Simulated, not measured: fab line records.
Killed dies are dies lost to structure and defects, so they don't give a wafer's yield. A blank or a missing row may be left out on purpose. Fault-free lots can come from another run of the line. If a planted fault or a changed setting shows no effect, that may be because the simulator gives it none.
Matching of chambers ; flow n5 finfet ; 4 sister chambers for N5_BEOL_M12_CMP_49 on cmp-04
The step polishes, stops on SiOC, t overpolish 20.6 s, target thk 320 nm. 4 wafers are shown with their chamber, then 7 later ones without.

WAFERS, EACH WITH ITS CHAMBER
wafer;chamber;barrier field endpoint s (s)
L087.1;3;30.0
L087.5;0;30.0
L093.1;1;30.7
L093.3;2;29.6

WAFERS WITHOUT THEIR CHAMBER
wafer;barrier field endpoint s (s)
L093.4;30.3
L095.1;31.5
L095.2;29.9
L095.3;31.3
L097.2;29.2
L097.4;30.3
L097.5;29.7

WHICH CHAMBER EACH ONE RAN IN
wafer;from the rows above;in truth
L093.4;can't be placed: 0 or 3 or 1 or 2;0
L095.1;can't be placed: 1 or 0 or 3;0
L095.2;can't be placed: 0 or 3 or 2 or 1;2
L095.3;can't be placed: 1 or 0 or 3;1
L097.2;can't be placed: 2 or 0 or 3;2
L097.4;can't be placed: 0 or 3 or 1 or 2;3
L097.5;can't be placed: 2 or 0 or 3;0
Correctly placed: 0 of 7. Not placeable from these rows: 7 (in 7, the candidates include the true chamber). 0 placed wrongly.
How it was worked out, from the rows above alone: a wafer's distance from a chamber is the root of the sum, over the readings, of the square of ((its reading less the chamber's mean) divided by the reading's scatter). The wafer belongs to the nearest chamber; if the next one is less than 2 further off, it can't be placed. The mean given for a chamber averages the wafers shown for that chamber. The scatter: with one shown wafer a chamber, the root of the mean of the squares of how far each hidden wafer lies from its nearest shown one.
